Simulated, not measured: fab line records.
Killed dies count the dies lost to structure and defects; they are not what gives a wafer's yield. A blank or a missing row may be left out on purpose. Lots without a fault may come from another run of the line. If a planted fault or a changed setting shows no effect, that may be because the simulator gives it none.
A lot that was struck, set against a sound lot :: flow nand harc :: 14 out of 1302 route steps
Sound: the wafers L158.1, L158.3, L158.4. The struck wafers were L146.3, L146.5, L146.6. The cause is given at the end.
Each step with rows lists, per side, the tool, then ch with its chambers, then its first start. Under that, the readings that differ: sound wafers :: struck wafers :: difference of the means :: sigmas: that difference in standard deviations of wafers without a fault.
alike: a reading whose means differ by less than 2 such deviations, as well as words and numbers matching on both sides. not compared: withheld readings; readings where some wafer has no value; bounds like >300 that might hide an equal value; numbers whose values overlap and for which the record gives no deviation.
The two part at a step that has a row with sigmas, a row that says differs or no value, or rows on one side only. Numbers that don't overlap but have no deviation are shown without sigmas and don't part them. A reading that every wafer of one side lacks parts them only if that side has two wafers or more.

NHARC_A_BLC_OVL_MEAS_11:
  struck on overlay-01, day 26 05:08; sound on overlay-02, day 30 07:27
reading: overlay y nm (nm)
sound: -2.2 -2.1 -1.7
struck: 0.2 1.1 0.9
difference: +2.7
sigmas: +3
  alike: overlay x nm
NHARC_A_BLC_INSPECT_12:
  struck on defect inspect-01, day 26 05:11; sound on defect inspect-02, day 30 07:29
  alike: raw defect count
NHARC_A_BLC_DESCUM_15: chemistry O2, time 3 s.
  sound on rie diel-09 ch 1,2,3, day 30 07:32; struck on rie diel-09 ch 0,1,2, day 26 05:16
  alike: drypump motor current A, oes product au, rf vpp V, showerhead plenum p Torr, throttle valve pct
  not compared: rf hours counter h
NHARC_A_BLC_ETCH_16: etches the open film in CF4, target depth 39 nm, time 65 s.
  sound on rie diel-09 ch 1,2,3, day 30 07:38; struck on rie diel-09 ch 0,3, day 26 05:20
  alike: bias w, drypump motor current A, oes product au, rf vpp V, showerhead plenum p Torr, throttle valve pct
  not compared: rf hours counter h
NHARC_A_BLC_ETCH_17: etches the open film in N2/H2, target depth 390 nm, time 609.38 s.
  sound: rie diel-09 ch 0,2,3; struck: rie diel-09 ch 0,3
  alike: bias w, drypump motor current A, oes product au, rf vpp V, showerhead plenum p Torr, throttle valve pct
  not compared: rf hours counter h
then, 1 step without rows for these wafers: NHARC_A_BLC_ETCH_18 (etches the open film in C4F8/O2/Ar, target depth 910 nm).
NHARC_A_BLC_CD_MEAS_19:
  struck on cd sem-01, day 26 06:13; sound on cd sem-02, day 30 08:31
  alike: cd nm
NHARC_A_BLC_STRIP_29: strips in CF4.
  sound on rie diel-11 ch 0,1,3, day 30 08:35; struck on rie diel-11 ch 1,2, day 26 06:17
  alike: drypump motor current A, oes product au, rf vpp V, showerhead plenum p Torr, throttle valve pct
  not compared: rf hours counter h
NHARC_A_BLC_STRIP_21: strips in O2.
  sound on rie diel-11 ch 0,1,2, day 30 08:41; struck on rie diel-11 ch 0,1,2, day 26 06:25
  alike: drypump motor current A, oes product au, rf vpp V, showerhead plenum p Torr, throttle valve pct
  not compared: rf hours counter h
then, 3 steps without rows for these wafers: NHARC_A_BLC_STRIP_22 (strips in post etch residue remover, time 600 s); NHARC_A_BLC_DEGAS_30 (time 60 s); NHARC_A_BLC_PRE_CLEAN_31 (time 15 s).
NHARC_A_BLC_PVD_32: deposits Ti, target thk 5 nm, time 17.7 s.
  struck on pvd sputter-03, day 26 06:56; sound on pvd sputter-02, day 30 09:15
  no value came back on the struck wafers for cathode dc power W (W), chamber pressure pa (Pa), throttle valve pct (%); on the sound wafers cathode dc power W (W) reads 4999.6 4999.4 5000.0
then, 1 step without rows for these wafers: NHARC_A_BLC_ALD_23 (deposits TiN, target thk 3 nm, pulse time 1 s, ald cycles 150).

## WHERE THEY PART
Last at NHARC_A_BLC_PVD_32 as far as this record goes, first at NHARC_A_BLC_OVL_MEAS_11.

WHY: whatever the simulator had introduced
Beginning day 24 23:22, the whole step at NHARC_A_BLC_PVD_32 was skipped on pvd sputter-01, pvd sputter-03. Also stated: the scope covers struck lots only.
